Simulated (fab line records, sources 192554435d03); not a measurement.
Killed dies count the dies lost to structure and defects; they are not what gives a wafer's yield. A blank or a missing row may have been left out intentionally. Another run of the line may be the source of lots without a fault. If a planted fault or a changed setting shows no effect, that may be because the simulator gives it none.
Split-lot study / flow n5_finfet / route with 1938 steps; 7 lots, 21 wafers read

== ABOUT THE SPLIT ==
At N5_BEOL_M5_VIA_ETCH_34 (etches SiCOH lowk in C4F6/O2, target depth 88.3 nm, time 39.2 s), the setting bias_w was moved away from the recipe's 185 W on 8 of the 21 wafers read, by -16.3% to +17.2%. All remaining wafers had this setting at the recipe value.

The reading is taken at the split's own step.

== THE READING ==
rf_vpp_V, in V, at N5_BEOL_M5_VIA_ETCH_34 (etches SiCOH lowk in C4F6/O2, target depth 88.3 nm, time 39.2 s). On this fab line, fault-free wafers typically give 666 V with a standard deviation of 18 V.

wafer=L075.2; tool, chamber at the split=rie_diel-03, 0; bias_w as run, W=185; against the recipe=recipe; rf_vpp_V, V=683; against lot-mates on the recipe=-
wafer=L075.4; tool, chamber at the split=rie_diel-03, 2; bias_w as run, W=185; against the recipe=recipe; rf_vpp_V, V=674; against lot-mates on the recipe=-
wafer=L075.6; tool, chamber at the split=rie_diel-03, 0; bias_w as run, W=185; against the recipe=recipe; rf_vpp_V, V=684; against lot-mates on the recipe=-
wafer=L085.2; tool, chamber at the split=rie_diel-02, 1; bias_w as run, W=199.5; against the recipe=+7.8%; rf_vpp_V, V=709; against lot-mates on the recipe=+39
wafer=L085.3; tool, chamber at the split=rie_diel-02, 0; bias_w as run, W=199.5; against the recipe=+7.8%; rf_vpp_V, V=739; against lot-mates on the recipe=+69
wafer=L085.5; tool, chamber at the split=rie_diel-02, 1; bias_w as run, W=185; against the recipe=recipe; rf_vpp_V, V=670; against lot-mates on the recipe=-
wafer=L087.1; tool, chamber at the split=rie_diel-04, 1; bias_w as run, W=154.9; against the recipe=-16.3%; rf_vpp_V, V=578; against lot-mates on the recipe=-84
wafer=L087.2; tool, chamber at the split=rie_diel-04, 2; bias_w as run, W=185; against the recipe=recipe; rf_vpp_V, V=667; against lot-mates on the recipe=-
wafer=L087.3; tool, chamber at the split=rie_diel-04, 3; bias_w as run, W=185; against the recipe=recipe; rf_vpp_V, V=656; against lot-mates on the recipe=-
wafer=L092.2; tool, chamber at the split=rie_diel-02, 0; bias_w as run, W=185; against the recipe=recipe; rf_vpp_V, V=696; against lot-mates on the recipe=-
wafer=L092.5; tool, chamber at the split=rie_diel-02, 2; bias_w as run, W=216.9; against the recipe=+17.2%; rf_vpp_V, V=769; against lot-mates on the recipe=+73
wafer=L092.6; tool, chamber at the split=rie_diel-02, 3; bias_w as run, W=216.9; against the recipe=+17.2%; rf_vpp_V, V=717; against lot-mates on the recipe=+21
wafer=L093.1; tool, chamber at the split=rie_diel-02, 3; bias_w as run, W=185; against the recipe=recipe; rf_vpp_V, V=633; against lot-mates on the recipe=-
wafer=L093.4; tool, chamber at the split=rie_diel-02, 1; bias_w as run, W=203.5; against the recipe=+10.0%; rf_vpp_V, V=720; against lot-mates on the recipe=+70
wafer=L093.6; tool, chamber at the split=rie_diel-02, 1; bias_w as run, W=185; against the recipe=recipe; rf_vpp_V, V=668; against lot-mates on the recipe=-
wafer=L097.1; tool, chamber at the split=rie_diel-03, 2; bias_w as run, W=185; against the recipe=recipe; rf_vpp_V, V=672; against lot-mates on the recipe=-
wafer=L097.2; tool, chamber at the split=rie_diel-03, 1; bias_w as run, W=163.4; against the recipe=-11.7%; rf_vpp_V, V=602; against lot-mates on the recipe=-70
wafer=L097.4; tool, chamber at the split=rie_diel-03, 0; bias_w as run, W=163.4; against the recipe=-11.7%; rf_vpp_V, V=620; against lot-mates on the recipe=-52
wafer=L094.2; tool, chamber at the split=rie_diel-04, 1; bias_w as run, W=185; against the recipe=recipe; rf_vpp_V, V=665; against lot-mates on the recipe=-
wafer=L094.4; tool, chamber at the split=rie_diel-04, 1; bias_w as run, W=185; against the recipe=recipe; rf_vpp_V, V=662; against lot-mates on the recipe=-
wafer=L094.6; tool, chamber at the split=rie_diel-04, 3; bias_w as run, W=185; against the recipe=recipe; rf_vpp_V, V=657; against lot-mates on the recipe=-

FIT RESULTS
A straight line over all 21 wafers: rf_vpp_V changes by +5 V for each +1% of bias_w; r = +0.92; the points scatter about the line by 17 V.
The same after taking each lot's own level away (the mean of its wafers on the recipe; 21 wafers): +4.41 V for each +1%; r = +0.90; scatter 18 V.
Per that fit: largest bias_w move, reading shift of 76 V.
From 650.5 to 696.0 V: that is the span of the lots' own levels, equal to 2.5 times the standard deviation above.
So the lot-to-lot level changes the slope: the two fits differ.
Check: for one of the wafers moved furthest among these (+17.2%), held out of the fit, the line's prediction against its lot-mates is +75.4 V. It came out at +73 V against them.
Tool readings at the split's step, against how far the setting was moved: rf_vpp_V r = +0.92.

== OTHER SPLITS ON THESE WAFERS ==
Other splits were also applied to these wafers ahead of the reading. Each is held against what the fit with the lots' levels taken away leaves over:
other split on the same wafers=N5_BEOL_M3_COAT_73 spin_rpm; wafers away from the commonest value=9; r with rf_vpp_V (lot level and that fit taken away)=+0.00
other split on the same wafers=N5_BEOL_M4_COAT_67 spin_rpm; wafers away from the commonest value=5; r with rf_vpp_V (lot level and that fit taken away)=+0.18
other split on the same wafers=N5_BEOL_M4_DESCUM_33 time_s; wafers away from the commonest value=6; r with rf_vpp_V (lot level and that fit taken away)=-0.33

== THE FILE'S OWN FIT ==
rf_vpp_V changes by +4.65 V for each +1% of bias_w, r = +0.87.
